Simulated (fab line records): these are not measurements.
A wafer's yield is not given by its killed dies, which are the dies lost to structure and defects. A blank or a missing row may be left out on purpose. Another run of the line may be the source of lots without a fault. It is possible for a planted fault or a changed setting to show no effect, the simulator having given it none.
Matching of chambers + flow nand_harc + NHARC_P_ZERO_WELL_DESCUM_13 on rie_diel-07: 4 sister chambers
The step chemistry O2, time 3 s. 4 wafers are shown with their chamber, then 8 later ones without.

== WAFERS WITH THEIR CHAMBER ==
| wafer  | chamber | drypump_motor_current_A (A) |
|--------|---------|-----------------------------|
| L087.6 | 3       | 5.9                         |
| L090.3 | 2       | 5.6                         |
| L090.6 | 0       | 5.1                         |
| L093.4 | 1       | 6.0                         |

== WAFERS WITHOUT THEIR CHAMBER ==
| wafer  | drypump_motor_current_A (A) |
|--------|-----------------------------|
| L093.5 | 6.0                         |
| L093.6 | 5.6                         |
| L095.1 | 6.0                         |
| L095.4 | 5.1                         |
| L095.6 | 5.1                         |
| L096.2 | 5.8                         |
| L096.5 | 5.7                         |
| L096.6 | 5.8                         |

== WHICH CHAMBER EACH WENT THROUGH ==
| wafer  | from the rows above          | in truth |
|--------|------------------------------|----------|
| L093.5 | can't be placed: 1 or 3      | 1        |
| L093.6 | 2                            | 2        |
| L095.1 | can't be placed: 1 or 3      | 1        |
| L095.4 | 0                            | 0        |
| L095.6 | 0                            | 0        |
| L096.2 | can't be placed: 3 or 1 or 2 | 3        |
| L096.5 | can't be placed: 2 or 3      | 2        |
| L096.6 | can't be placed: 3 or 1 or 2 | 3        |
Correct placement for 3 of the 8. Unplaceable from these rows: 5, with the true chamber sitting among the candidates in 5. Placed wrongly: 0.
How it was worked out, from the rows above alone: a wafer's distance from a chamber is the root of the sum, over the readings, of the square of ((its reading less the chamber's mean) divided by the reading's scatter). If the next closest chamber is less than 2 further off than the closest, the wafer can't be placed; otherwise it belongs to the closest. For every chamber, the mean is computed from those of its wafers that are shown. The scatter: with one shown wafer a chamber, the root of the mean of the squares of how far each hidden wafer lies from its nearest shown one.
